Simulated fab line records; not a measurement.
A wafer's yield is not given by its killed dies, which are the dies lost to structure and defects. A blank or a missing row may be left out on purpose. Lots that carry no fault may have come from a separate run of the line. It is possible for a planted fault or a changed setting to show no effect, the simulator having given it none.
fab line records | flow nandHarc | part 1 of 2: steps 1 to 4 of 6
record: lots: 21 wafers: 63 lastDay: 33
route steps=1302 shown A_STAIRCASE@714
lots with no fault: from the same line, run without faults
startH: hours from the record's first day to the start of the lot's first wafer shown | waitH: hours from the lot's prior step to this one | " as in the row above | L1.1+2: several wafers, shown together as one row | - no value present, or no start provided | * or withheld: withheld | < > ~ a bound
route shown NAME@n: names a module that has steps shown in the file, with the first one's number in the route | usual: mean and standard deviation over wafers with no fault | same: alike in all rows | chamber/n: place in a boat | sites: the reading at each site | _std_site: how widely they spread, as a standard deviation | _edge_site: mean of outer sites minus mean of inner sites | radiusMm: for every site, how far away it sits from the centre of the wafer | mask NAME#n: copy n | behind: tool/chamber where the wafer was last shaped | hold: the reason the lot was held/the length of the hold in hours/how it ended | device: the transistor (n, p or np) that didn't switch | end of line: the same wafers' tests at the end of the route | where a step has no rows: the recipe by itself | killed: not the wafer's yield, but the dies lost to structure and defects at the first sort | map: a wafer's dies, x killed, . not, _ none there
set.NAME: setting as actually run; set.NAME@STEP: the setting as run at that earlier step | model.NAME: the simulator's own value behind a step, which no gauge read
one table for each step of the route and one row for each wafer, over a sample of lots
services: the hour from which a tool's chamber was out of use, counted from the record's first day as startH (under 0 if before that day), plus the number of hours and why
== steps ==
step: NHARC_A_STAIRCASE_TRIM_200
recipe: timeS: 211.2 o2FlowSccm: 500 arFlowSccm: 0 biasW: 0 chemistry: O2
usual: drypumpMotorCurrentA: 5.7/0.33 oesProductAu: 1.000/0.011 rfVppV: 58.0/0.89 showerheadPlenumPTorr: 3.57/0.15 throttleValvePct: 17.035/0.0096
columns lot.wafer tool chamber startH waitH drypumpMotorCurrentA oesProductAu rfHoursCounterH rfVppV showerheadPlenumPTorr throttleValvePct
L074.3 rieDiel-07 3 - - 5.4 1.006 12 58.6 3.77 17.035
L074.4 " 1 " " 5.9 1.005 15 58.4 3.77 17.033
L074.5 " 0 " " 5.2 1.009 - 58.2 3.64 17.014
L076.2 rieDiel-01 0 - - 5.7 1.021 53 58.8 3.43 17.037
L076.6 " 1 " " 6.2 1.002 - 58.5 3.30 17.033
L076.5 " 2 " " 5.7 1.004 - 57.0 3.54 17.046
L075.2 rieDiel-01 1 - - 6.3 0.997 48 57.2 3.30 17.039
L075.1 " 2 " " 5.7 0.994 48 57.6 3.54 17.032
L075.5 " 1 " " 6.2 0.997 - 56.7 3.30 17.041
L077.4 rieDiel-04 2 - - 5.6 0.992 7 58.4 3.58 17.029
L077.1 " 0 " " 5.7 0.995 7 58.4 3.74 17.057
L077.5 " 3 " " 5.6 1.010 - 56.5 3.59 17.044
L078.3 rieDiel-04 0 - - 5.8 0.984 9 59.6 3.74 17.049
L078.6 " 0 " " 5.8 0.986 - 58.5 3.74 17.031
L078.5 " 1 " " 5.5 1.001 - 59.4 3.71 17.035
L079.4 rieDiel-01 3 - - 6.3 1.016 9 58.6 3.53 17.017
L079.5 " 3 " " 6.3 1.006 - 58.6 3.53 17.031
L079.6 " 0 " " 5.7 1.019 - 57.9 3.42 17.050
L080.4 rieDiel-04 2 - - 5.7 0.995 18 57.7 3.57 17.025
L080.3 " 0 " " 5.8 1.005 17 58.8 3.73 17.027
L080.6 " 1 " " 5.5 1.009 - 59.5 3.70 17.020
L081.4 rieDiel-07 1 - - 5.9 1.008 41 58.4 3.75 17.048
L081.1 " 3 " " 5.4 0.976 46 59.0 3.75 17.042
L081.5 " 0 " " 5.2 1.005 - 58.6 3.63 17.038
L082.2 rieDiel-01 0 - - 5.7 1.026 13 57.9 3.42 17.041
L082.3 " 1 " " 6.2 0.996 16 57.9 3.29 17.029
L082.1 " 3 " " 6.4 1.020 14 60.0 3.52 17.043
L083.3 rieDiel-01 3 - - 6.3 1.004 20 58.2 3.52 17.041
L083.1 " 0 " " 5.7 1.011 19 58.2 3.41 17.046
L083.6 " 1 " " 6.2 0.999 - 56.4 3.29 17.038
L084.2 rieDiel-04 0 - - 5.8 0.986 32 58.2 3.72 17.048
L084.1 " 1 " " 5.5 1.000 35 58.0 3.69 17.022
L084.5 " 0 " " 5.8 0.986 - 59.0 3.72 17.041
L087.3 rieDiel-04 3 - - 5.6 1.006 38 57.8 3.57 17.033
L087.4 " 0 " " 5.8 1.004 35 58.9 3.72 17.054
L087.6 " 0 " " 5.8 1.007 - 57.8 3.72 17.022
L088.4 rieDiel-07 0 - - 5.2 0.997 6 57.7 3.62 17.035
L088.6 " 3 " " 5.4 0.992 - 58.9 3.74 17.026
L088.5 " 0 " " 5.2 1.005 - 57.3 3.62 17.038
L090.4 rieDiel-04 0 - - 5.8 0.998 47 58.2 3.72 17.036
L090.3 " 3 " " 5.6 1.000 49 56.5 3.56 17.040
L090.5 " 1 " " 5.5 1.021 - 58.3 3.68 17.036
L092.3 rieDiel-01 0 - - 5.7 1.015 50 57.9 3.40 17.034
L092.1 " 1 " " 6.3 1.012 50 58.1 3.27 17.020
L092.2 " 2 " " 5.7 0.994 53 57.3 3.51 17.047
L091.1 rieDiel-04 1 - - 5.5 0.988 5 56.5 3.68 17.042
L091.4 " 1 " " 5.5 0.979 - 58.7 3.68 17.035
L091.5 " 3 " " 5.6 0.994 - 57.8 3.56 17.035
L093.1 rieDiel-04 1 - - 5.5 0.986 8 56.8 3.68 17.031
L093.5 " 3 " " 5.6 0.989 - 57.4 3.56 17.033
L093.4 " 1 " " 5.5 0.986 - 58.1 3.68 17.042
L094.3 rieDiel-01 0 - - 5.7 1.018 53 58.2 3.40 17.046
L094.6 " 0 " " 5.7 1.019 - 58.8 3.40 17.031
L094.5 " 1 " " 6.2 1.002 - 57.3 3.27 17.037
L095.2 rieDiel-01 1 - - 6.2 0.987 6 59.3 3.80 17.037
L095.4 " 0 " " 5.7 1.018 - 58.7 3.39 17.031
L095.6 " 1 " " 6.3 0.986 - 58.2 3.80 17.022
L096.2 rieDiel-01 3 - - 6.3 1.010 4 56.4 3.50 17.036
L096.1 " 0 " " 5.7 1.021 9 57.0 3.39 17.035
L096.5 " 3 " " 6.3 1.013 - 57.7 3.50 17.021
L097.1 rieDiel-04 1 - - 5.5 0.982 19 57.7 3.67 17.021
L097.2 " 2 " " 5.6 0.999 16 57.5 3.54 17.042
L097.6 " 2 " " 5.7 0.995 - 58.5 3.54 17.043
step: NHARC_A_STAIRCASE_ETCH_223
recipe: targetDepthA: 1000 timeS: 40.5 ionEnergyEv: 400 c4f8FlowSccm: 20 o2FlowSccm: 10 arFlowSccm: withheld rfW: 600 biasW: 1000 chemistry: C4F8/O2
usual: oesProductAu: 0.944/0.013 rfVppV: 897/4.8
columns lot.wafer tool chamber startH waitH oesProductAu rfHoursCounterH rfVppV
L074.4 rieDiel-01 1 - - 0.945 41 888
L074.3 " 3 " " 0.959 41 896
L074.5 " 1 " " 0.953 - 887
L076.2 rieDiel-04 0 - - 0.940 2 904
L076.5 " 2 " " 0.930 - 899
L076.6 " 3 " " 0.947 - 897
L075.1 rieDiel-04 1 - - 0.972 2 902
L075.2 " 2 " " 0.952 3 899
L075.5 " 2 " " 0.959 - 897
L077.1 rieDiel-01 3 - - 0.956 0 898
L077.4 " 0 " " 0.966 0 893
L077.5 " 3 " " 0.958 - 897
L078.3 rieDiel-01 2 - - 0.960 2 897
L078.5 " 2 " " 0.949 - 896
L078.6 " 3 " " 0.950 - 896
L079.4 rieDiel-07 3 - - 0.929 43 904
L079.5 " 2 " " 0.953 - 891
L079.6 " 3 " " 0.931 - 903
L080.4 rieDiel-01 0 - - 0.969 10 892
L080.3 " 1 " " 0.947 12 886
L080.6 " 3 " " 0.971 - 896
L081.1 rieDiel-04 1 - - 0.927 22 901
L081.4 " 2 " " 0.910 25 898
L081.5 " 1 " " 0.936 - 903
L082.2 rieDiel-04 2 - - 0.921 25 898
L082.1 " 3 " " 0.915 25 898
L082.3 " 0 " " 0.917 23 903
L083.3 rieDiel-07 3 - - 0.934 52 904
L083.1 " 1 " " 0.950 45 904
L083.6 " 3 " " 0.932 - 902
L084.2 rieDiel-04 3 - - 0.947 36 898
L084.1 " 1 " " 0.955 36 902
L084.5 " 0 " " 0.948 - 904
L087.3 rieDiel-04 2 - - 0.943 40 896
L087.4 " 1 " " 0.947 38 901
L087.6 " 3 " " 0.953 - 897
L088.4 rieDiel-01 2 - - 0.955 35 894
L088.5 " 1 " " 0.957 - 888
L088.6 " 2 " " 0.956 - 895
L090.3 rieDiel-01 0 - - 0.960 43 892
L090.4 " 2 " " 0.947 42 897
L090.5 " 1 " " 0.944 - 886
L092.3 rieDiel-01 3 - - 0.951 54 894
L092.1 " 0 " " 0.976 50 891
L092.2 " 1 " " 0.948 50 886
L091.1 rieDiel-04 3 - - 0.959 5 897
L091.5 " 1 " " 0.933 - 901
L091.4 " 3 " " 0.955 - 898
L093.1 rieDiel-04 3 - - 0.952 11 895
L093.4 " 1 " " 0.933 - 902
L093.5 " 1 " " 0.926 - 902
L094.3 rieDiel-04 3 - - 0.936 - 897
L094.6 " 1 " " 0.928 - 902
L094.5 " 3 " " 0.932 - 897
L095.4 rieDiel-01 3 - - 0.942 1 896
L095.2 " 0 " " 0.951 7 892
L095.6 " 3 " " 0.946 - 896
L096.2 rieDiel-04 2 - - 0.925 17 896
L096.1 " 0 " " 0.941 8 902
L096.5 " 2 " " 0.938 - 898
L097.2 rieDiel-07 3 - - 0.916 38 904
L097.1 " 0 " " 0.956 34 899
L097.6 " 0 " " 0.950 - 899
step: NHARC_A_STAIRCASE_ETCH_271
recipe: cf4FlowSccm: 100 chf3FlowSccm: 30 arFlowSccm: 0 rfW: 500 biasW: 200 chemistry: CF4/CHF3
usual: drypumpMotorCurrentA: 5.7/0.33 oesProductAu: 0.952/0.023 rfVppV: 371.3/2.1 showerheadPlenumPTorr: 1.60/0.058 throttleValvePct: 16.802/0.0095
columns lot.wafer tool chamber startH waitH drypumpMotorCurrentA oesProductAu rfHoursCounterH rfVppV showerheadPlenumPTorr throttleValvePct
L074.3 rieDiel-01 2 364.39 1.2 5.7 0.924 45 370.2 1.58 16.812
L074.4 " 3 " " 6.3 0.922 48 370.3 1.58 16.806
L074.5 " 2 " " 5.7 0.928 - 370.3 1.58 16.806
L076.2 rieDiel-04 2 381.77 0.2 5.6 0.960 4 371.4 1.60 16.792
L076.5 " 2 " " 5.6 0.958 - 371.0 1.60 16.811
L076.6 " 3 " " 5.7 0.960 - 373.0 1.60 16.806
L075.1 rieDiel-07 2 386.81 0.1 5.2 0.923 26 367.9 1.52 16.788
L075.2 " 3 " " 5.4 0.912 25 374.0 1.68 16.795
L075.5 " 3 " " 5.4 0.917 - 371.7 1.68 16.807
L077.1 rieDiel-01 0 401.08 0.1 5.7 0.957 3 369.0 1.53 16.804
L077.4 " 1 " " 6.2 0.943 3 366.9 1.47 16.771
L077.5 " 3 " " 6.3 0.962 - 370.7 1.57 16.806
L078.3 rieDiel-04 3 411.17 0.1 5.6 0.982 15 371.5 1.60 16.799
L078.5 " 3 " " 5.6 0.984 - 373.8 1.60 16.804
L078.6 " 0 " " 5.8 0.952 - 373.9 1.67 16.814
L079.4 rieDiel-01 1 429.94 0.1 6.2 0.982 13 366.0 1.47 16.821
L079.6 " 2 " " 5.7 0.961 - 369.3 1.58 16.808
L079.5 " 3 " " 6.3 0.973 - 370.0 1.57 16.806
L080.4 rieDiel-04 2 431.23 0.1 5.6 0.965 20 369.1 1.59 16.797
L080.3 " 1 " " 5.5 0.963 19 374.1 1.65 16.800
L080.6 " 3 " " 5.6 0.988 - 371.7 1.60 16.802
L081.4 rieDiel-07 2 455.13 0.1 5.1 0.928 46 369.8 1.51 16.793
L081.1 " 3 " " 5.4 0.912 50 373.1 1.67 16.800
L081.5 " 0 " " 5.2 0.936 - 371.8 1.62 16.801
L082.1 rieDiel-04 2 455.49 0.1 5.7 0.945 27 371.3 1.59 16.814
L082.2 " 0 " " 5.8 0.973 24 374.7 1.66 16.784
L082.3 " 1 " " 5.5 0.963 25 373.2 1.65 16.806
L083.3 rieDiel-04 3 470.30 0.2 5.6 0.935 33 371.4 1.59 16.838
L083.1 " 0 " " 5.8 0.935 30 372.2 1.66 16.803
L083.6 " 3 " " 5.6 0.945 - 370.1 1.59 16.815
L084.2 rieDiel-04 1 484.36 0.1 5.5 0.980 38 373.3 1.65 16.800
L084.1 " 2 " " 5.6 0.964 41 371.1 1.59 16.813
L084.5 " 0 " " 5.8 0.950 - 372.8 1.66 16.801
L087.4 rieDiel-04 1 491.11 0.1 5.5 0.932 40 373.3 1.65 16.791
L087.3 " 2 " " 5.6 0.903 42 372.4 1.59 16.816
L087.6 " 3 " " 5.6 0.926 - 372.4 1.59 16.799
L088.4 rieDiel-07 0 512.10 0.1 5.2 0.940 8 371.1 1.61 16.808
L088.6 " 1 " " 5.9 0.935 - 374.8 1.67 16.793
L088.5 " 2 " " 5.2 0.925 - 366.7 1.51 16.792
L090.4 rieDiel-04 2 531.32 0.1 5.7 0.954 55 370.8 1.58 16.793
L090.3 " 0 " " 5.8 0.968 51 373.0 1.66 16.797
L090.5 " 3 " " 5.6 0.987 - 370.1 1.59 16.801
L092.2 rieDiel-04 3 557.76 0.1 5.6 0.946 9 370.0 1.59 16.799
L092.1 " 1 " " 5.5 0.943 9 373.1 1.64 16.813
L092.3 " 2 " " 5.7 0.943 9 369.9 1.58 16.813
L091.4 rieDiel-07 3 565.91 0.1 5.4 0.916 26 373.2 1.66 16.808
L091.1 " 0 " " 5.2 0.923 20 373.2 1.61 16.792
L091.5 " 2 " " 5.2 0.926 - 367.0 1.50 16.804
L093.1 rieDiel-07 0 573.51 0.1 5.2 0.966 22 370.7 1.61 16.795
L093.4 " 1 " " 5.9 0.959 25 373.4 1.67 16.801
L093.5 " 1 " " 5.8 0.974 - 373.7 1.67 16.806
L094.3 rieDiel-07 0 573.92 0.1 5.2 0.984 23 370.9 1.61 16.794
L094.6 " 1 " " 5.9 0.959 - 372.8 1.67 16.809
L094.5 " 2 " " 5.2 0.956 - 368.1 1.50 16.797
L095.2 rieDiel-01 1 589.25 0.1 6.2 0.935 11 374.9 1.70 16.794
L095.4 " 3 " " 6.3 0.944 - 370.9 1.56 16.812
L095.6 " 0 " " 5.7 0.963 - 368.2 1.51 16.802
L096.2 rieDiel-01 1 596.28 0.1 6.3 0.913 13 374.3 1.70 16.815
L096.1 " 3 " " 6.3 0.950 7 370.2 1.56 16.794
L096.5 " 2 " " 5.7 0.926 - 370.7 1.56 16.795
L097.1 rieDiel-01 1 599.00 0.1 6.3 0.944 14 373.9 1.70 16.801
L097.2 " 2 " " 5.7 0.922 8 369.1 1.56 16.793
L097.6 " 3 " " 6.3 0.980 - 369.6 1.56 16.823
step: NHARC_A_STAIRCASE_HM_OPEN_460
recipe: o2FlowSccm: 400 cosFlowSccm: 20 arFlowSccm: 0 rfW: 500 biasW: 300 chemistry: O2/COS
usual: drypumpMotorCurrentA: 5.7/0.34 oesProductAu: 1.000/0.011 rfVppV: 467.9/2.8 showerheadPlenumPTorr: 3.16/0.13 throttleValvePct: 28.329/0.01
columns lot.wafer tool chamber startH waitH drypumpMotorCurrentA oesProductAu rfHoursCounterH rfVppV showerheadPlenumPTorr throttleValvePct
L074.4 rieDiel-04 2 - - 5.7 1.002 1 468.0 3.17 28.320
L074.3 " 1 " " 5.5 1.010 1 470.3 3.29 28.334
L074.5 " 3 " " 5.6 1.010 - 467.5 3.18 28.312
L076.2 rieDiel-04 0 - - 5.8 0.989 7 470.4 3.31 28.319
L076.6 " 0 " " 5.8 0.986 - 470.5 3.31 28.335
L076.5 " 1 " " 5.5 1.006 - 469.8 3.28 28.318
L075.2 rieDiel-04 0 - - 5.8 1.000 8 471.9 3.31 28.322
L075.1 " 1 " " 5.5 0.993 8 470.4 3.28 28.333
L075.5 " 1 " " 5.5 1.007 - 470.6 3.28 28.349
L077.4 rieDiel-01 3 - - 6.3 1.010 5 467.2 3.12 28.328
L077.1 " 0 " " 5.7 1.014 4 465.9 3.03 28.315
L077.5 " 2 " " 5.7 0.994 - 468.8 3.13 28.323
L078.3 rieDiel-04 1 - - 5.5 1.005 15 470.4 3.28 28.328
L078.6 " 2 " " 5.7 0.979 - 468.3 3.16 28.321
L078.5 " 3 " " 5.6 0.999 - 469.5 3.17 28.316
L079.4 rieDiel-01 1 - - 6.3 0.995 14 462.9 2.91 28.332
L079.6 " 0 " " 5.7 1.005 - 464.6 3.02 28.346
L079.5 " 1 " " 6.3 0.999 - 463.1 2.91 28.322
L080.4 rieDiel-01 0 - - 5.7 1.031 13 464.3 3.02 28.331
L080.3 " 1 " " 6.3 1.010 15 461.9 2.91 28.328
L080.6 " 3 " " 6.3 1.017 - 467.1 3.12 28.316
L081.4 rieDiel-01 2 - - 5.7 0.994 21 467.5 3.12 28.326
L081.1 " 0 " " 5.7 1.008 19 465.6 3.02 28.327
L081.5 " 2 " " 5.7 0.990 - 468.5 3.12 28.330
L082.1 rieDiel-07 2 - - 5.2 0.997 48 464.8 3.00 28.318
L082.3 " 3 " " 5.4 0.970 52 470.8 3.31 28.341
L082.2 " 0 " " 5.2 1.004 47 470.2 3.21 28.327
L083.1 rieDiel-01 1 - - 6.2 1.010 27 463.0 2.90 28.324
L083.3 " 0 " " 5.8 1.008 27 465.7 3.02 28.323
L083.6 " 1 " " 6.2 1.012 - 461.7 2.90 28.353
L084.2 rieDiel-07 3 - - 5.4 0.995 4 471.6 3.31 28.319
L084.1 " 0 " " 5.2 1.013 4 469.2 3.20 28.353
L084.5 " 0 " " 5.2 1.010 - 467.4 3.20 28.341
L087.3 rieDiel-01 1 - - 6.2 0.997 33 463.0 2.90 28.309
L087.4 " 0 " " 5.7 1.011 38 464.9 3.01 28.322
L087.6 " 1 " " 6.2 0.989 - 462.4 2.90 28.330
L088.4 rieDiel-04 1 - - 5.5 1.004 50 470.5 3.26 28.327
L088.5 " 2 " " 5.6 0.985 - 467.6 3.14 28.326
L088.6 " 3 " " 5.6 1.013 - 467.6 3.15 28.333
L090.3 rieDiel-07 1 - - 5.9 1.014 14 470.8 3.31 28.341
L090.4 " 0 " " 5.2 1.016 13 468.7 3.20 28.329
L090.5 " 2 " " 5.1 1.001 - 464.2 2.99 28.333
L092.3 rieDiel-01 2 - - 5.7 0.999 0 467.0 3.10 28.317
L092.1 " 0 " " 5.7 1.019 0 463.8 3.00 28.335
L092.2 " 1 " " 6.2 0.984 0 471.1 3.37 28.341
L091.1 rieDiel-04 0 - - 5.8 0.993 2 470.3 3.28 28.328
L091.4 " 1 " " 5.5 0.988 15 469.7 3.25 28.328
L091.5 " 3 " " 5.6 1.013 - 467.4 3.14 28.318
L093.4 rieDiel-01 0 - - 5.7 1.026 7 464.9 3.00 28.332
L093.1 " 3 " " 6.3 1.013 1 466.6 3.10 28.337
L093.5 " 1 " " 6.2 0.986 - 472.9 3.37 28.334
L094.3 rieDiel-04 1 - - 5.4 0.992 18 469.0 3.25 28.308
L094.6 " 2 " " 5.6 0.980 - 467.3 3.13 28.320
L094.5 " 1 " " 5.4 0.980 - 469.3 3.25 28.348
L095.4 rieDiel-07 0 - - 5.2 1.006 35 469.1 3.19 28.322
L095.2 " 1 " " 5.9 0.999 35 471.7 3.30 28.327
L095.6 " 0 " " 5.2 1.001 - 468.4 3.19 28.340
L096.1 rieDiel-04 1 - - 5.5 0.996 25 470.2 3.25 28.311
L096.2 " 0 " " 5.8 1.002 12 469.7 3.28 28.333
L096.5 " 1 " " 5.5 0.991 - 470.7 3.25 28.330
L097.2 rieDiel-07 2 - - 5.1 1.000 41 464.7 2.98 28.350
L097.1 " 3 " " 5.4 0.974 42 471.4 3.29 28.321
L097.6 " 0 " " 5.2 1.005 - 467.7 3.18 28.314
